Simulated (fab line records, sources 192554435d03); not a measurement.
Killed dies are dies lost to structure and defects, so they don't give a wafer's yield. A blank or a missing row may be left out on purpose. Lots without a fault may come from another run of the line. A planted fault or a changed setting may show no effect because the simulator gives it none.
fab line records | flow n5_finfet
record lots=10 wafers=30 last_day=19
route steps=1938 shown BEOL_M12@1615 BEOL_M13@1669 PASSIVATION@1936
lots that met no fault: from a run of the same line without faults
start_h: hours from the record's first day to the start of the lot's first wafer shown | wait_h: hours since the lot's step before | " the same as in the row above | L1.1+2: a row that stands for several wafers | - no value, or no start given | * or withheld: withheld | < > ~ a bound
route shown NAME@n: a module of which the file shows steps, and the number in the route of the first | usual: mean/standard deviation of fault-free wafers | same: alike in all rows | chamber/n: place in a boat | sites: the reading at each site | _std_site: their standard deviation | _edge_site: outer sites' mean less inner sites' | radius_mm: how far each site lies from the wafer's centre | mask NAME#n: copy n | behind: the tool/chamber that last shaped the wafer | hold: why the lot was held/for how many hours/how that ended | device: the transistor (n, p or np) that didn't switch | end of line: the same wafers' tests at the end of the route | a step without rows: its recipe alone | killed: dies lost to structure and defects at the first sort, not the wafer's yield | map: a wafer's dies, x killed, . not, _ none there
set.NAME: the setting as run; set.NAME@STEP: as run at that earlier step | model.NAME: the simulator's own value behind a step, which no gauge read
steps of the route over a sample of lots; a table a step, a row a wafer
services: from which hour (start_h, from the record's first day; less than 0 if before it) a tool's chamber was out of use, for how many hours, and why
## steps
# step N5_BEOL_M12_DESCUM_15
# recipe chemistry=O2 time_s=7.9 source_power_w=50 bias_power_w=20 pressure_mtorr=20 rf_frequency_hz=2.712e+07 temp_c=40 o2_flow_sccm=225
# usual drypump_motor_current_A=5.70/0.26 oes_product_au=0.83/0.057 rf_vpp_V=243.5/1.3 showerhead_plenum_p_Torr=2.12/0.066 throttle_valve_pct=20.24/0.24
# columns lot.wafer tool chamber start_h wait_h drypump_motor_current_A oes_product_au rf_hours_counter_h rf_vpp_V showerhead_plenum_p_Torr throttle_valve_pct
L872.1 rie_diel-06 0 278.47 0.0 5.59 0.82 83 245.8 2.20 20.45
L872.4 " 2 " " 5.77 0.83 71 245.8 2.20 20.04
L872.5 " 0 " " 5.57 0.83 - 246.1 2.20 20.43
L880.1 rie_diel-05 0 314.68 1.6 5.56 0.74 159 243.6 2.11 20.31
L880.4 " 3 " " 5.85 0.86 37 241.2 2.04 20.30
L880.6 " 2 " " 6.14 0.78 - 244.3 2.08 20.55
L882.2 rie_diel-04 3 320.98 1.7 6.02 0.82 85 244.6 2.21 20.50
L882.3 " 2 " " 5.47 1.00 0 245.8 2.23 20.47
L882.4 " 1 " " 6.05 0.87 49 243.9 2.11 20.27
L883.1 rie_diel-05 0 351.14 0.0 5.57 0.73 172 242.9 2.10 20.33
L883.2 " 2 " " 6.14 0.78 138 241.6 2.08 20.56
L883.6 " 3 " " 5.97 0.85 - 242.2 2.03 20.32
L886.2 rie_diel-06 2 378.61 0.1 5.77 0.78 111 244.7 2.19 20.08
L886.3 " 1 " " 5.62 0.76 148 243.0 2.01 20.33
L886.4 " 0 " " 5.56 0.79 119 245.1 2.18 20.51
L889.1 rie_diel-04 0 382.48 0.0 5.46 0.87 39 242.4 2.05 20.10
L889.2 " 2 " " 5.46 0.92 24 243.0 2.22 20.50
L889.4 " 3 " " 6.02 0.80 108 244.8 2.21 20.54
L888.4 rie_diel-05 1 391.75 0.0 5.81 0.80 96 244.4 2.10 19.91
L888.5 " 1 " " 5.80 0.80 - 244.5 2.10 19.93
L888.6 " 2 " " 6.11 0.76 - 242.5 2.07 20.60
L892.3 rie_diel-04 0 412.72 0.0 5.39 0.85 49 242.5 2.05 20.14
L892.5 " 0 " " 5.41 0.85 - 241.7 2.05 20.12
L892.6 " 3 " " 6.02 0.79 - 242.9 2.20 20.54
L890.1 rie_diel-06 0 413.12 0.0 5.57 0.77 128 244.8 2.18 20.50
L890.2 " 3 " " 5.28 0.84 74 242.9 2.10 19.85
L890.3 " 1 " " 5.60 0.74 158 240.8 2.01 20.35
L891.1 rie_diel-05 0 413.15 0.0 5.59 0.71 192 242.9 2.10 20.36
L891.4 " 1 " " 5.80 0.79 102 243.2 2.10 19.93
L891.5 " 3 " " 5.85 0.82 - 242.3 2.03 20.36
# step N5_BEOL_M12_DEGAS_41
# recipe ambient=vacuum temp_c=250 time_s=60
# usual heater_power_w=337/45
# columns lot.wafer tool chamber start_h wait_h heater_power_w
L872.1 pvd_sputter-02 - 281.03 0.4 324
L872.4 " - " " 365
L872.5 " - " " 413
L880.1 pvd_sputter-02 - 322.80 0.3 420
L880.4 " - " " 373
L880.6 " - " " 341
L882.2 pvd_sputter-02 - 330.86 0.2 334
L882.3 " - " " 372
L882.4 " - " " 407
L883.1 pvd_sputter-01 - 356.32 0.6 335
L883.2 " - " " 350
L883.6 " - " " 224
L886.2 pvd_sputter-03 - 381.97 0.5 378
L886.3 " - " " 298
L886.4 " - " " 333
L889.1 pvd_sputter-01 - 385.86 1.4 226
L889.2 " - " " 339
L889.4 " - " " 355
L888.4 pvd_sputter-01 - 397.44 0.4 221
L888.5 " - " " 363
L888.6 " - " " 328
L892.3 pvd_sputter-03 - 414.74 0.3 301
L892.5 " - " " 296
L892.6 " - " " 333
L890.1 pvd_sputter-02 - 415.34 0.1 417
L890.2 " - " " 365
L890.3 " - " " 336
L891.1 pvd_sputter-02 - 415.86 0.5 369
L891.4 " - " " 328
L891.5 " - " " 323
# step N5_BEOL_M12_SPUTTER_43
# recipe material=TaN target_thk_a=150 temp_c=50 bias_v=168.6 power_w=15000 chamber_pressure_pa=0.12 time_s=24.19
# usual cathode_dc_power_W=15000/2.7 throttle_valve_pct=30.7/0.96
# columns lot.wafer tool chamber start_h wait_h cathode_dc_power_W throttle_valve_pct
L872.1 pvd_sputter-02 - 281.11 0.0 14994 32.3
L872.4 " - " " 14995 30.3
L872.5 " - " " 14995 29.9
L880.1 pvd_sputter-02 - 322.88 0.0 13295 30.0
L880.4 " - " " 15002 30.0
L880.6 " - " " 15000 31.5
L882.2 pvd_sputter-02 - 330.94 0.0 15003 32.5
L882.3 " - " " 14994 30.1
L882.4 " - " " 13295 29.8
L883.1 pvd_sputter-01 - 356.40 0.0 15001 31.9
L883.2 " - " " 14994 30.9
L883.6 " - " " 15003 29.4
L886.2 pvd_sputter-03 - 382.05 0.0 15002 31.2
L886.3 " - " " 15002 30.5
L886.4 " - " " 15000 30.6
L889.1 pvd_sputter-01 - 385.94 0.0 15002 29.6
L889.2 " - " " 14999 32.3
L889.4 " - " " 15000 30.3
L888.4 pvd_sputter-01 - 397.52 0.0 15000 29.4
L888.5 " - " " 15002 30.5
L888.6 " - " " 15000 32.1
L892.3 pvd_sputter-03 - 414.82 0.0 14999 28.7
L892.5 " - " " 15001 28.7
L892.6 " - " " 14999 30.3
L890.1 pvd_sputter-02 - 415.42 0.0 14999 30.2
L890.2 " - " " 15000 30.4
L890.3 " - " " 15001 31.6
L891.1 pvd_sputter-02 - 415.94 0.0 15002 30.1
L891.4 " - " " 15002 32.4
L891.5 " - " " 15002 32.4
# step N5_BEOL_M12_CMP_49
# recipe stop_on=SiOC t_overpolish_s=20.6 down_force_psi=1 platen_rpm=50 clearing_platen_down_force_psi=1.5 clearing_platen_rpm=50 post_cmp_clean=cu_alkaline target_thk_nm=320 clearing_platen_pad_velocity_m_s=0.99484 pad_velocity_m_s=0.99484
# usual barrier_field_endpoint_s=30.5/0.72 clearing_platen_rpm=49.997/0.026 motor_current_A=5.9/0.76
# columns lot.wafer tool chamber start_h wait_h barrier_field_endpoint_s clearing_platen_rpm motor_current_A
L872.1 cmp-03 2 281.85 0.3 30.9 50.030 6.1
L872.4 " 1 " " 30.6 49.989 5.7
L872.5 " 2 " " 31.4 49.980 5.9
L880.1 cmp-03 1 323.88 0.3 29.1 49.961 6.1
L880.4 " 3 " " 31.4 50.025 4.9
L880.6 " 2 " " 30.6 49.949 6.3
L882.2 cmp-03 2 331.73 0.2 29.5 49.937 6.6
L882.4 " 3 " " 28.1 50.023 4.8
L882.3 " 0 " " 29.7 49.967 7.9
L883.1 cmp-03 2 357.19 0.3 30.5 49.987 6.6
L883.2 " 3 " " 31.0 50.007 4.9
L883.6 " 1 " " 29.9 50.019 6.2
L886.3 cmp-04 3 382.77 0.2 30.6 50.014 6.3
L886.4 " 0 " " 30.3 50.002 5.2
L886.2 " 1 " " 30.2 50.001 6.5
L889.1 cmp-01 1 386.66 0.3 30.5 50.033 6.1
L889.4 " 2 " " 30.2 49.976 5.2
L889.2 " 3 " " 31.8 50.018 5.2
L888.4 cmp-04 2 398.63 0.2 29.2 50.015 5.7
L888.6 " 1 " " 29.7 50.007 5.8
L888.5 " 2 " " 30.0 49.992 6.0
L892.3 cmp-03 0 415.65 0.3 30.5 50.016 7.8
L892.5 " 1 " " 31.2 49.998 5.9
L892.6 " 2 " " 31.9 49.974 6.4
L890.2 cmp-03 2 416.14 0.2 30.2 49.939 6.4
L890.1 " 3 " " 30.5 50.000 4.9
L890.3 " 0 " " 30.7 49.967 8.3
L891.1 cmp-01 3 416.73 0.3 30.4 50.005 5.4
L891.4 " 0 " " 29.1 50.012 5.1
L891.5 " 0 " " 30.2 49.977 5.0
# step N5_BEOL_M13_CD_MEAS_10
# recipe target_cd_nm=190 landing_energy_ev=500 detector=se_inlens polarity=opening
# usual cd_nm=189.4/1.3
# columns lot.wafer tool chamber start_h wait_h cd_nm
L872.1 cd_sem-01 0 282.78 - 189.2
L872.4 " 0 " " 188.6
L872.5 " 0 " " 187.4
L880.1 cd_sem-02 0 324.88 - 190.2
L880.4 " 0 " " 191.2
L880.6 " 0 " " 190.8
L882.2 cd_sem-03 0 332.64 - 191.0
L882.3 " 0 " " 190.2
L882.4 " 0 " " 190.0
L883.1 cd_sem-01 0 358.12 - 191.1
L883.2 " 0 " " 191.0
L883.6 " 0 " " 189.3
L886.2 cd_sem-03 0 383.72 - 187.0
L886.3 " 0 " " 189.0
L886.4 " 0 " " 186.7
L889.1 cd_sem-01 0 387.59 - 189.6
L889.2 " 0 " " 188.8
L889.4 " 0 " " 189.6
L888.4 cd_sem-02 0 399.66 - 188.5
L888.5 " 0 " " 190.1
L888.6 " 0 " " 189.6
L892.3 cd_sem-01 0 416.48 - 187.3
L892.5 " 0 " " 187.3
L892.6 " 0 " " 189.5
L890.1 cd_sem-01 0 417.08 - 186.7
L890.2 " 0 " " 188.4
L890.3 " 0 " " 187.5
L891.1 cd_sem-02 0 417.66 - 188.4
L891.4 " 0 " " 188.4
L891.5 " 0 " " 186.5
# step N5_PASSIVATION_PROBE_49
# usual defect_limited_yield=91.1/1.4 killed_at_M0_to_M3=36/11 killed_at_M4_up=14/5.2 killed_at_contacts=12/6.1 killed_at_front_end=40/12 killed_at_other=3.2/2.5 killed_dies=105/16 killed_open=68/12 killed_short=35/8.7 sort_bin_5_function=5.2/0.89 sort_bin_6_memory=3.3/0.66 sort_n_pass=1074/16 sort_yield_pct=91.1/1.4
# same gross_dies=1180 killed_at_back_side=0 sort_bin_4_leakage[%]=0 sort_bin_8_speed[%]=0
# columns lot.wafer tool chamber start_h wait_h defect_limited_yield[%] killed_at_M0_to_M3 killed_at_M4_up killed_at_contacts killed_at_front_end killed_at_other killed_dies killed_open killed_short sort_bin_5_function[%] sort_bin_6_memory[%] sort_n_pass sort_yield_pct[%]
L882.4 prober-02 - 370.21 0.2 90.1 59 11 11 35 1 117 75 41 6.4 3.3 1063 90.1
# killed by level:class
L882.4 BEOL_M0_SAQP:geometric_particle:short=19 BEOL_M2:geometric_particle:open=14 MOL_CONTACT_COAG:geometric_particle:open=10 BEOL_M0_SAQP:geometric_particle:open=10 FIN_SAQP:geometric_particle:open=8 STI_FIN_REVEAL:geometric_particle:open=8 BEOL_M3:geometric_particle:open=8 FIN_SAQP:geometric_particle:short=6
## services
# columns tool chamber start_h hours kind
pvd_sputter-03 - 256.81 10.5 repair
cmp-01 - 271.38 4.5 repair
rie_diel-04 2 272.93 - clean
rie_diel-04 2 272.93 - consumable_replace:focus_ring
rie_diel-04 2 272.93 - consumable_replace:showerhead
rie_diel-04 2 272.93 28.6 scheduled_down
rie_diel-04 2 272.93 28.6 vent_cycle
rie_diel-04 - 292.12 28.1 pm
cmp-01 - 311.58 2.0 repair
cmp-04 - 313.29 1.4 repair
cmp-01 - 317.92 4.0 pm
cmp-01 - 325.08 1.0 repair
rie_diel-04 1 326.00 10.0 repair
rie_diel-05 0 329.85 3.2 repair
rie_diel-05 - 339.29 2.8 pm
rie_diel-04 - 341.02 0.3 repair
rie_diel-05 1 355.98 1.7 repair
cmp-03 - 366.27 5.1 pm
cmp-04 - 368.88 4.0 pm
rie_diel-04 - 391.12 0.2 repair
rie_diel-06 0 393.32 5.4 repair
pvd_sputter-02 - 394.73 1.5 repair
cmp-01 - 397.26 1.1 repair
cmp-03 - 408.77 1.9 repair
## key
first_sign step=N5_BEOL_M12_SPUTTER_43 reading=cathode_dc_power_W direction=down sigmas=99+ usual=* struck=*
effect step=N5_BEOL_M12_CMP_49 reading=barrier_field_endpoint_s direction=down sigmas=2.6 usual=30.5 struck=28.6
met_at N5_BEOL_M12_SPUTTER_43
struck_lots L880,L882
struck_wafers L880.1,L882.4
not_acting_at N5_BEOL_M12_DESCUM_15,N5_BEOL_M12_DEGAS_41,N5_BEOL_M13_CD_MEAS_10
onset_between 281.11 322.88
fault kind=process_parameter_drift tool=pvd_sputter-02 chamber=- onset_h=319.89 steps=N5_BEOL_M12_SPUTTER_43 channel=power_w offset=* shape=step end_h=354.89 acts_in=* stated=* scope=struck_wafers_only
